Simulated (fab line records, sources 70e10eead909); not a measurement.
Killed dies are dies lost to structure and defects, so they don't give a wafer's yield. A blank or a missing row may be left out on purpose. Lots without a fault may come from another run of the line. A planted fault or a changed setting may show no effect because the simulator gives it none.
fab line records | flow nand_harc
record lots=6 wafers=18 last_day=34
route steps=1302 shown P_M2@330 P_BONDPAD@351 END@1302
lots that met no fault: from a run of the same line without faults
start_h: hours from the record's first day to the start of the lot's first wafer shown | wait_h: hours since the lot's step before | " the same as in the row above | L1.1+2: a row that stands for several wafers | - no value, or no start given | * or withheld: withheld | < > ~ a bound
route shown NAME@n: a module of which the file shows steps, and the number in the route of the first | usual: mean/standard deviation of fault-free wafers | same: alike in all rows | chamber/n: place in a boat | sites: the reading at each site | _std_site: their standard deviation | _edge_site: outer sites' mean less inner sites' | radius_mm: how far each site lies from the wafer's centre | mask NAME#n: copy n | behind: the tool/chamber that last shaped the wafer | hold: why the lot was held/for how many hours/how that ended | device: the transistor (n, p or np) that didn't switch | end of line: the same wafers' tests at the end of the route | a step without rows: its recipe alone | killed: dies lost to structure and defects at the first sort, not the wafer's yield | map: a wafer's dies, x killed, . not, _ none there
set.NAME: the setting as run; set.NAME@STEP: as run at that earlier step | model.NAME: the simulator's own value behind a step, which no gauge read
lots at some steps of the route; a table a step, a row a wafer
services: from which hour (start_h, from the record's first day; less than 0 if before it) a tool's chamber was out of use, for how many hours, and why
## steps
# step NHARC_P_M2_INSPECT_11
# usual raw_defect_count=5/3.1
# columns lot.wafer tool chamber start_h wait_h raw_defect_count
L304.1 defect_inspect-02 - 139.20 0.0 7
L304.2 " - " " 5
L304.4 " - " " 7
L311.1 defect_inspect-01 - 200.12 0.0 6
L311.2 " - " " 4
L311.4 " - " " 1
L315.2 defect_inspect-01 - 239.20 0.0 8
L315.3 " - " " 8
L315.6 " - " " 6
L322.1 defect_inspect-01 - 311.95 0.0 6
L322.4 " - " " 6
L322.6 " - " " 7
L323.1 defect_inspect-02 - 327.05 0.0 3
L323.3 " - " " 2
L323.6 " - " " 6
L327.2 defect_inspect-01 - 363.93 0.0 6
L327.3 " - " " 8
L327.6 " - " " 10
# step NHARC_P_M2_DESCUM_14
# recipe time_s=3 o2_flow_sccm=200 ar_flow_sccm=0 bias_power_w=0 chemistry=O2
# usual drypump_motor_current_A=5.4/0.39 oes_product_au=1.000/0.015 rf_vpp_V=57.6/0.85 showerhead_plenum_p_Torr=1.90/0.051 throttle_valve_pct=11.310/0.0091
# columns lot.wafer tool chamber start_h wait_h drypump_motor_current_A oes_product_au rf_hours_counter_h rf_vpp_V showerhead_plenum_p_Torr throttle_valve_pct
L304.1 rie_diel-11 0 139.26 0.1 5.7 1.003 2.9 56.7 1.94 11.307
L304.4 " 1 " " 6.1 1.004 2.3 56.8 1.88 11.305
L304.2 " 2 " " 5.3 0.982 1.8 59.2 1.93 11.291
L311.1 rie_diel-09 0 200.18 0.1 6.0 1.004 0.6 58.9 1.92 11.309
L311.4 " 2 " " 5.4 0.999 0.7 57.5 1.84 11.315
L311.2 " 3 " " 5.5 1.009 0.6 58.0 1.87 11.312
L315.3 rie_diel-10 0 239.26 0.1 5.2 0.988 11.7 58.7 1.79 11.316
L315.2 " 2 " " 5.0 0.999 10.1 56.7 1.98 11.306
L315.6 " 1 " " 4.9 0.971 - 56.9 1.90 11.312
L322.4 rie_diel-09 1 312.02 0.1 4.7 0.999 9.2 57.6 1.95 11.301
L322.1 " 3 " " 5.5 1.010 8.8 57.9 1.87 11.310
L322.6 " 1 " " 4.7 0.995 - 56.7 1.95 11.305
L323.3 rie_diel-11 3 327.11 0.1 5.3 0.987 3.4 57.2 1.86 11.307
L323.1 " 0 " " 5.8 1.016 3.0 58.2 1.94 11.309
L323.6 " 3 " " 5.3 0.988 - 58.5 1.86 11.317
L327.2 rie_diel-11 2 364.00 0.1 5.3 0.985 4.9 58.4 1.92 11.320
L327.3 " 0 " " 5.7 1.016 5.0 57.7 1.94 11.312
L327.6 " 2 " " 5.3 0.990 - 58.9 1.92 11.312
# step NHARC_P_M2_ETCH_35
# recipe target_depth_a=400 overetch_a=120 time_s=43.94 ion_energy_ev=200 n2_flow_sccm=150 h2_flow_sccm=150 ar_flow_sccm=0 rf_w=400 bias_w=150 chemistry=N2/H2
# step NHARC_P_M2_ETCH_15
# recipe target_depth_a=1825 time_s=91.2 c4f8_flow_sccm=withheld ar_flow_sccm=400 rf_w=600 bias_w=300 chemistry=C4F8/Ar
# step NHARC_P_M2_CD_MEAS_16
# usual cd_nm=169.4/1.1
# columns lot.wafer tool chamber start_h wait_h cd_nm
L304.1 cd_sem-02 - 139.56 - 167.9
L304.2 " - " " 171.0
L304.4 " - " " 167.7
L311.1 cd_sem-01 - 200.48 - 167.6
L311.2 " - " " 169.7
L311.4 " - " " 168.5
L315.2 cd_sem-03 - 239.56 - 167.6
L315.3 " - " " 166.7
L315.6 " - " " 168.5
L322.1 cd_sem-02 - 312.31 - 169.1
L322.4 " - " " 170.6
L322.6 " - " " 168.4
L323.1 cd_sem-01 - 327.46 - 169.9
L323.3 " - " " 170.8
L323.6 " - " " 170.1
L327.2 cd_sem-01 - 364.29 - 169.8
L327.3 " - " " 169.3
L327.6 " - " " 170.1
# step NHARC_P_M2_STRIP_18
# recipe power_w=1000 n2_flow_sccm=150 h2_flow_sccm=150 ar_flow_sccm=0 bias_w=0 chemistry=N2/H2
# step NHARC_P_M2_ETCH_28
# recipe target_depth_a=300 over_etch_frac=0.3 time_s=72.99 ion_energy_ev=150 cf4_flow_sccm=50 n2_flow_sccm=100 ar_flow_sccm=150 rf_w=300 bias_w=100 chemistry=CF4/N2
# step NHARC_P_M2_STRIP_19
# recipe time_s=600 temp_c=30 chemistry=post_etch_residue_remover
# step NHARC_P_M2_DEGAS_29
# recipe temp_c=250 time_s=60
# usual heater_power_w=344/37
# columns lot.wafer tool chamber start_h wait_h heater_power_w
L304.1 pvd_sputter-02 - 140.27 - 344
L304.2 " - " " 420
L304.4 " - " " 328
L311.4 pvd_sputter-02 - 201.19 - 339
L311.1 " - " " 421
L311.2 " - " " 324
L315.3 pvd_sputter-01 - 240.28 - 316
L315.2 " - " " 357
L315.6 " - " " 322
L322.4 pvd_sputter-02 - 313.04 - 340
L322.1 " - " " 349
L322.6 " - " " 334
L323.3 pvd_sputter-02 - 328.24 - 335
L323.1 " - " " 328
L323.6 " - " " 409
L327.2 pvd_sputter-03 - 365.00 - 300
L327.3 " - " " 391
L327.6 " - " " 302
# step NHARC_P_M2_PRE_CLEAN_30
# recipe time_s=30 temp_c=280 gas=H2/He
# step NHARC_P_M2_PVD_20
# recipe target_thk_a=50 bias_v=168.6 power_w=15000 chamber_pressure_pa=0.12 time_s=8.06 substrate_temp_c=50 material=TaN
# step NHARC_P_M2_PVD_21
# recipe target_thk_a=300 chamber_pressure_pa=5 power_w=5000 substrate_temp_c=30 time_s=20.49 material=Cu
# usual chamber_pressure_pa=5.000/0.0092 throttle_valve_pct=30.1/1.1
# columns lot.wafer tool chamber start_h wait_h chamber_pressure_pa throttle_valve_pct
L304.2 pvd_sputter-02 - - - 4.992 29.6
L304.1 " - " " 4.999 30.2
L304.4 " - " " 4.997 31.0
L311.1 pvd_sputter-02 - - - 5.005 29.3
L311.2 " - " " 5.025 29.6
L311.4 " - " " 4.995 30.3
L315.3 pvd_sputter-01 - - - 5.006 28.4
L315.2 " - " " 5.008 29.4
L315.6 " - " " 4.970 30.9
L322.1 pvd_sputter-02 - - - 4.988 31.6
L322.4 " - " " 5.004 30.1
L322.6 " - " " 4.987 31.5
L323.3 pvd_sputter-02 - - - 4.994 28.8
L323.1 " - " " 5.004 30.0
L323.6 " - " " 4.990 30.2
L327.3 pvd_sputter-03 - - - 4.992 29.6
L327.2 " - " " 5.016 30.1
L327.6 " - " " 5.003 32.4
# step NHARC_P_M2_ECD_22
# recipe target_thk_a=4000 bath_temp_c=25 material=Cu
# columns lot.wafer tool chamber start_h wait_h
L304.1+2+4 ecd_cu-01 0,1,0 140.63 -
L311.2+1+4 ecd_cu-01 0,1,1 201.56 -
L315.2+3+6 ecd_cu-02 0,1,0 240.63 -
L322.1+4+6 ecd_cu-01 1,0,0 313.39 -
L323.1+3+6 ecd_cu-01 0 328.60 -
L327.2+3+6 ecd_cu-02 1,1,0 365.37 -
# step NHARC_P_M2_ANNEAL_31
# recipe temp_c=225 time_s=90
# step NHARC_P_M2_CMP_23
# recipe t_overpolish_s=20 target_thk_nm=144.3
# step NHARC_P_M2_THK_MEAS_24
# recipe thk_meas_gauge=xrf
# usual thk_nm=144.6/1.6
# columns lot.wafer tool chamber start_h wait_h thk_nm
L304.1 film_metro-02 - 141.68 - 146.4
L304.2 " - " " 145.8
L304.4 " - " " 143.8
L311.1 film_metro-02 - 202.60 - 146.6
L311.2 " - " " 144.6
L311.4 " - " " 143.3
L315.2 film_metro-01 - 241.67 - 146.2
L315.3 " - " " 144.0
L315.6 " - " " 146.9
L322.1 film_metro-02 - 314.43 - 142.2
L322.4 " - " " 144.8
L322.6 " - " " 145.5
L323.1 film_metro-01 - 329.64 - 143.2
L323.3 " - " " 145.2
L323.6 " - " " 143.3
L327.2 film_metro-01 - 366.41 - 142.7
L327.3 " - " " 145.2
L327.6 " - " " 144.3
# step NHARC_P_M2_SRD_25
# step NHARC_P_M2_PRE_CLEAN_32
# recipe time_s=12 temp_c=370 rf_power_w=300 gas=NH3
# step NHARC_P_M2_DEP_33
# recipe target_thk_a=300 temp_c=370 target_thk_nm=30 pressure_torr=3 flow_sccm=200 rf_w=450 material=SiCN
# usual heater_power_w=584/75
# columns lot.wafer tool chamber start_h wait_h heater_power_w
L304.1 pecvd-04 1 141.98 0.1 708
L304.2 " 2 " " 733
L304.4 " 1 " " 688
L311.1 pecvd-03 1 202.94 0.1 514
L311.2 " 2 " " 504
L311.4 " 2 " " 501
L315.2 pecvd-04 0 242.07 0.1 563
L315.3 " 1 " " 606
L315.6 " 0 " " 566
L322.1 pecvd-03 0 314.82 0.1 527
L322.4 " 1 " " 587
L322.6 " 0 " " 539
L323.1 pecvd-03 0 329.94 0.1 593
L323.3 " 1 " " 634
L323.6 " 2 " " 541
L327.2 pecvd-04 0 366.71 0.1 558
L327.3 " 1 " " 726
L327.6 " 0 " " 567
# step NHARC_P_BONDPAD_DEP_00
# recipe target_thk_a=2500 temp_c=370 target_thk_nm=250 pressure_torr=3 flow_sccm=200 rf_w=450 material=SiCN
# step NHARC_P_BONDPAD_CMP_32
# recipe target_thk_nm=200 material=SiCN
# step NHARC_P_BONDPAD_THK_MEAS_33
# recipe thk_meas_gauge=ellipsometry
# usual thk_nm=199.9/1.6
# columns lot.wafer tool chamber start_h wait_h thk_nm
L304.1 film_metro-02 - 143.03 0.1 197.7
L304.2 " - " " 198.0
L304.4 " - " " 198.5
L311.1 film_metro-01 - 203.97 0.2 200.8
L311.2 " - " " 199.9
L311.4 " - " " 200.2
L315.2 film_metro-01 - 243.21 0.2 200.2
L315.3 " - " " 201.3
L315.6 " - " " 201.1
L322.1 film_metro-02 - 315.78 0.2 201.4
L322.4 " - " " 198.2
L322.6 " - " " 196.4
L323.1 film_metro-01 - 331.02 0.2 200.9
L323.3 " - " " 198.1
L323.6 " - " " 198.7
L327.2 film_metro-01 - 367.78 0.1 199.9
L327.3 " - " " 201.3
L327.6 " - " " 200.8
# step NHARC_P_BONDPAD_SRD_34
# step NHARC_P_BONDPAD_DEHYDRATE_01
# recipe temp_c=150 time_s=120
# step NHARC_P_BONDPAD_HMDS_02
# recipe time_s=30
# step NHARC_P_BONDPAD_COAT_36
# recipe temp_c=200 time_s=65
# step NHARC_P_BONDPAD_COAT_03
# recipe spin_rpm=2000 resist_thk_nm=600
# step NHARC_P_BONDPAD_SOFTBAKE_04
# recipe temp_c=125 time_s=70
# step NHARC_P_BONDPAD_EBR_05
# step NHARC_P_BONDPAD_EXPOSE_06
# recipe na=0.55 dose_mj=37.06 mask_id=P_BPAD
# step NHARC_P_BONDPAD_PEB_07
# recipe peb_temp_c=128 peb_time_s=80
# step NHARC_P_BONDPAD_DEVELOP_08
# recipe time_s=50 dev_temp_c=22
# step NHARC_P_BONDPAD_CD_MEAS_09
# recipe target_cd_nm=500 landing_energy_ev=500
# usual cd_nm=501.4/2.9
# columns lot.wafer tool chamber start_h wait_h cd_nm
L304.1 cd_sem-03 0 143.59 - 502.7
L304.2 " 0 " " 500.2
L304.4 " 0 " " 497.8
L311.1 cd_sem-02 0 204.53 - 503.0
L311.2 " 0 " " 499.4
L311.4 " 0 " " 505.7
L315.2 cd_sem-01 0 243.78 - 495.6
L315.3 " 0 " " 502.3
L315.6 " 0 " " 500.3
L322.1 cd_sem-02 0 316.35 - 499.3
L322.4 " 0 " " 500.8
L322.6 " 0 " " 503.3
L323.1 cd_sem-02 0 331.60 - 500.0
L323.3 " 0 " " 495.6
L323.6 " 0 " " 499.3
L327.2 cd_sem-02 0 368.35 - 505.6
L327.3 " 0 " " 499.6
L327.6 " 0 " " 498.6
# step NHARC_P_BONDPAD_OVL_MEAS_38
# usual overlay_x_nm=-1/4.6 overlay_y_nm=0/6.6
# columns lot.wafer tool chamber start_h wait_h overlay_x_nm overlay_y_nm
L304.1 overlay-02 - 143.68 - 10 4
L304.2 " - " " 9 4
L304.4 " - " " 9 4
L311.1 overlay-01 - 204.62 - 6 3
L311.2 " - " " 6 3
L311.4 " - " " 6 3
L315.2 overlay-02 - 243.87 - -4 -5
L315.3 " - " " -4 -5
L315.6 " - " " -4 -5
L322.1 overlay-02 - 316.44 - 0 7
L322.4 " - " " -1 6
L322.6 " - " " -1 6
L323.1 overlay-01 - 331.69 - -9 2
L323.3 " - " " -9 2
L323.6 " - " " -9 2
L327.2 overlay-02 - 368.43 - -1 -6
L327.3 " - " " -1 -6
L327.6 " - " " -1 -6
# step NHARC_P_BONDPAD_HARDBAKE_10
# recipe temp_c=118 time_s=65
# step NHARC_P_BONDPAD_DESCUM_11
# recipe time_s=3 o2_flow_sccm=200 ar_flow_sccm=0 bias_power_w=0 chemistry=O2
# step NHARC_P_BONDPAD_ETCH_37
# recipe target_depth_a=600 overetch_a=180 time_s=65.91 ion_energy_ev=200 n2_flow_sccm=150 h2_flow_sccm=150 ar_flow_sccm=0 rf_w=400 bias_w=150 chemistry=N2/H2
# step NHARC_P_BONDPAD_ETCH_12
# recipe target_depth_a=2000 time_s=100 chf3_flow_sccm=50 o2_flow_sccm=10 ar_flow_sccm=200 rf_w=500 bias_w=200 chemistry=CHF3/O2
# step NHARC_P_BONDPAD_CD_MEAS_13
# usual cd_nm=501/3.1
# columns lot.wafer tool chamber start_h wait_h cd_nm
L304.1 cd_sem-03 - 144.17 - 503
L304.2 " - " " 500
L304.4 " - " " 497
L311.1 cd_sem-03 - 205.11 - 502
L311.2 " - " " 499
L311.4 " - " " 505
L315.2 cd_sem-03 - 244.30 - 496
L315.3 " - " " 503
L315.6 " - " " 501
L322.1 cd_sem-02 - 316.87 - 499
L322.4 " - " " 501
L322.6 " - " " 504
L323.1 cd_sem-03 - 332.12 - 498
L323.3 " - " " 497
L323.6 " - " " 499
L327.2 cd_sem-01 - 368.87 - 504
L327.3 " - " " 499
L327.6 " - " " 497
# step NHARC_P_BONDPAD_STRIP_15
# recipe o2_flow_sccm=500 ar_flow_sccm=0 bias_w=0 chemistry=O2
# usual drypump_motor_current_A=5.5/0.49 oes_product_au=0.995/0.014 rf_vpp_V=58.0/0.79 showerhead_plenum_p_Torr=3.58/0.1 throttle_valve_pct=17.036/0.0095
# columns lot.wafer tool chamber start_h wait_h drypump_motor_current_A oes_product_au rf_hours_counter_h rf_vpp_V showerhead_plenum_p_Torr throttle_valve_pct
L304.2 rie_diel-05 2 144.24 0.1 6.0 1.026 2.7 59.2 3.68 17.057
L304.1 " 0 " " 6.3 0.996 3.2 57.6 3.47 17.039
L304.4 " 1 " " 5.7 1.007 2.9 58.6 3.58 17.045
L311.2 rie_diel-06 3 205.20 0.1 5.5 0.989 2.0 57.1 3.70 17.030
L311.4 " 0 " " 5.3 0.979 3.3 58.8 3.54 17.043
L311.1 " 1 " " 5.1 0.967 3.7 58.9 3.67 17.040
L315.2 rie_diel-04 0 244.38 0.1 4.9 0.985 2.1 58.1 3.56 17.022
L315.3 " 1 " " 5.3 0.976 0.9 58.3 3.75 17.046
L315.6 " 1 " " 5.3 0.980 - 57.3 3.75 17.009
L322.4 rie_diel-05 3 316.95 0.1 6.7 0.975 5.3 59.0 3.41 17.030
L322.1 " 0 " " 6.3 1.012 4.6 58.4 3.46 17.032
L322.6 " 0 " " 6.3 1.007 - 56.9 3.46 17.042
L323.3 rie_diel-04 0 332.20 0.1 4.9 0.984 4.7 58.2 3.56 17.044
L323.1 " 1 " " 5.3 0.981 3.5 58.9 3.75 17.036
L323.6 " 0 " " 4.9 0.990 - 56.9 3.56 17.044
L327.2 rie_diel-04 3 368.94 0.1 5.6 1.002 0.2 58.0 3.52 17.052
L327.3 " 0 " " 4.9 0.992 0.3 59.0 3.56 17.038
L327.6 " 0 " " 4.9 0.981 - 58.2 3.56 17.045
# step NHARC_END_SORT_01
# recipe temp_c=25
# usual defect_limited_yield=90.9/2.4 killed_at_array=56/17 killed_at_other=1.2/1.4 killed_at_periphery=4/3.2 killed_dies=61/16 killed_open=3.6/2.1 killed_short=2.7/1.8
# same gross_dies=677
# columns lot.wafer tool chamber start_h wait_h defect_limited_yield[%] killed_at_array killed_at_other killed_at_periphery killed_dies killed_open killed_short
L322.1 prober-01 0 738.42 2.5 46.2 68 0 296 364 3 1
L322.4 prober-01 0 740.83 3.4 50.5 49 1 285 335 3 0
L322.6 prober-01 0 742.43 4.0 51.3 54 0 276 330 2 1
L323.1 prober-02 0 764.97 2.5 53.3 26 0 290 316 1 1
L323.3 prober-02 0 766.56 3.1 53.9 15 0 297 312 0 1
L323.6 prober-02 0 768.93 4.0 49.9 24 0 315 339 2 4
# killed by level:class
L322.1 P_M2:unspecified=291 A_CHANNEL_HOLE_D1:chamber_film_flake=29 A_SLIT:chamber_film_flake=27 A_STAIRCASE:chamber_film_flake=4 A_CONTACT:chamber_film_flake=2 P_GATE:geometric_particle:open=1 P_M0:geometric_particle:open=1 A_CHANNEL_FILL_D1:geometric_particle:open=1
L322.4 P_M2:unspecified=279 A_SLIT:chamber_film_flake=25 A_CHANNEL_HOLE_D1:chamber_film_flake=14 P_BONDPAD:chamber_film_flake=3 A_BONDPAD:chamber_film_flake=3 A_STAIRCASE:chamber_film_flake=3 P_ZERO_WELL:chamber_film_flake=2 A_CHANNEL_HOLE_D2:geometric_particle:open=1
L322.6 P_M2:unspecified=273 A_SLIT:chamber_film_flake=21 A_CHANNEL_HOLE_D1:chamber_film_flake=21 A_WL_FILL:chamber_film_flake=2 A_CONTACT:chamber_film_flake=2 P_BONDPAD:chamber_film_flake=2 A_STAIRCASE:chamber_film_flake=2 A_BONDPAD:chamber_film_flake=2
L323.1 P_M2:unspecified=288 A_CHANNEL_HOLE_D1:chamber_film_flake=13 A_SLIT:chamber_film_flake=7 A_CONTACT:chamber_film_flake=2 P_M0:geometric_particle:open=1 A_ONON_D2:geometric_particle:short=1 P_BONDPAD:chamber_film_flake=1 A_DECK1_JOINT:chamber_film_flake=1
L323.3 P_M2:unspecified=297 A_CHANNEL_HOLE_D1:chamber_film_flake=8 A_CHANNEL_FILL_D2:chamber_film_flake=2 A_SLIT:chamber_film_flake=2 A_WL_FILL:geometric_particle:short=1 A_SGD_CUT:chamber_film_flake=1 A_STAIRCASE:chamber_film_flake=1
L323.6 P_M2:unspecified=313 A_CHANNEL_HOLE_D1:chamber_film_flake=11 A_SLIT:chamber_film_flake=5 A_CONTACT:chamber_film_flake=2 P_CONTACT:geometric_particle:open=1 A_CHANNEL_FILL_D1:geometric_particle:short=1 A_ONON_D2:geometric_particle:short=1 A_CHANNEL_FILL_D2:geometric_particle:open=1
# map L322.1 (x killed, . not)
____________x____________
_________xx...x._________
_______.x...xxx.xx_______
______.xxx.x..x....______
_____xx.x.x.x..x...._____
____x.....xxxx.......____
____.xxxx.xx..x......____
___.xxxx....xx..xxxxxx___
___.x.xxx..xx.xx...xxx___
__xx..x.xx.xxxxxx.x....__
__x.....x...x.xxxxxxxx.__
_x...x...xx.xxxx.xxx..xx_
_x.xxx..xxxxxx..xx.x..x._
_.xx.xxx..xxxxx...xxx..x_
_xxxx.x.xxx.xx.x.....x.x_
_x..x.x...xxxxx.x.xxx.x._
....x......x.xxxxx...x...
.xx..x.x..xx.xxxx.x..xx.x
..x..xx.xxxx.xx.x.x....xx
.x.xxx..xx.xxxxxxx.x.xx..
..x.xxxxxxx....x.xxxx..x.
_x...x.x....xx.xxx..xx.x_
_.xxx.x.xxx.xxxxx.x...x._
_xxx.xx.xxx..xx..xx.xxx._
_.x..xx.x.xx..xxx.x.x..._
_xxxx..xxx..xx...xx...x._
__x....x......x.xxxx.xx__
__xxx.xxxx..xxxxx.xx...__
___..x....x...xxx.xxxx___
___....xxxx...xxxxxxxx___
____x..xxxx..x.xxxxxx____
____..xxxxx.xxxxxxxxx____
_____..x..xx..x.xx.x_____
______..xxx.xx.x..x______
_______x.x......x._______
_________..xxx.._________
____________.____________
# map L323.6 (x killed, . not)
____________.____________
_________x.xx..._________
_______xx.x.xxxx.._______
______..x..xx.xx..x______
_____xxx.....x.x...x_____
____...x.x.x..x...xxx____
____.x.xx.xxx..x..x.x____
___x.....xx.xxxx..x.x.___
___...x...xxxxx.x.xxxx___
__...x.x.xx..xxxx..xx..__
__x...xx...x.x...xx..x.__
_..xx....x.x.xx.x.xxxxx._
_.xxx.x...x.x..xxxxx.xxx_
_xxx.xx.........xx..x..._
_.xxxxx.....xxxx..xxx..._
_x..x..x.xxxx...x.x...x._
.xx....x...xx.x.......x.x
xxx.x..xxxxxx..x..x.xxx..
.x.xxx..xxxxx..x..x.....x
x.x.x........x.x.xxxx.x.x
xx..x.....xxxx.xxxx.xxx..
_x..xxx...x...x..xx..xxx_
_xxxxx...xx..xxxx.x.xxxx_
_xxx.xxx..xx....x.xxxxxx_
_x...x..xx...xxxxxx..x.x_
_x..x.xx.....xxx.xxxxxxx_
__.x.x.xx.x.x...xx..x.x__
__x..xx.x.xx..xxxx.xx..__
___xxx..x...x.xxxx...x___
___.x....xx...x...xx..___
____.xxx...xxxxx..xx.____
____..x.x..xx...x...x____
_____x.xx..xxxxxxx.x_____
______.xxxx.x....xx______
_______.xxx......x_______
_________x.x.x.._________
____________.____________
## services
# columns tool chamber start_h hours kind
ecd_cu-01 - 126.71 4.4 repair
pecvd-04 1 131.08 9.2 repair
rie_diel-04 3 154.68 3.9 repair
pecvd-04 - 155.67 0.7 repair
ecd_cu-01 - 162.22 8.0 pm
pecvd-03 0 169.76 4.0 repair
rie_diel-04 - 177.93 9.0 pm
pecvd-03 - 185.19 13.0 pm
rie_diel-04 1 190.74 25.3 repair
rie_diel-04 2 192.19 5.4 repair
rie_diel-04 3 196.36 3.9 repair
rie_diel-11 2 225.65 1.4 repair
pecvd-04 - 226.58 1.4 repair
ecd_cu-01 - 240.95 1.7 repair
rie_diel-11 3 243.87 2.7 repair
rie_diel-11 3 251.00 7.5 repair
rie_diel-11 - 255.57 9.0 pm
pecvd-03 2 266.64 9.7 repair
pvd_sputter-02 - 268.20 1.1 repair
pecvd-04 - 269.30 13.0 pm
pvd_sputter-02 - 282.05 10.0 pm
ecd_cu-01 - 306.60 1.7 repair
ecd_cu-01 - 338.36 8.0 pm
ecd_cu-01 - 357.34 6.2 repair
## key
first_sign step=NHARC_END_SORT_01 reading=killed_at_periphery direction=up sigmas=91 usual=4 struck=293
effect step=NHARC_END_SORT_01 reading=defect_limited_yield direction=down sigmas=16 usual=90.9 struck=50.9
more_kills_born_at NHARC_P_M2_ECD_22@ecd_cu-01=1741
met_at NHARC_P_M2_ECD_22
struck_wafers L322.1,L322.4,L322.6,L323.1,L323.3,L323.6
onset_between 201.56 313.39
also_fits NHARC_P_M2_DEGAS_29:pvd_sputter-02,NHARC_P_M2_PVD_21:pvd_sputter-02,NHARC_P_M2_DEP_33:pecvd-03
fault kind=chamber_particle_source tool=ecd_cu-01 chamber=- onset_h=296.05 steps=NHARC_P_M2_ECD_22 rate_per_visit_cm2=0.63913 end_h=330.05
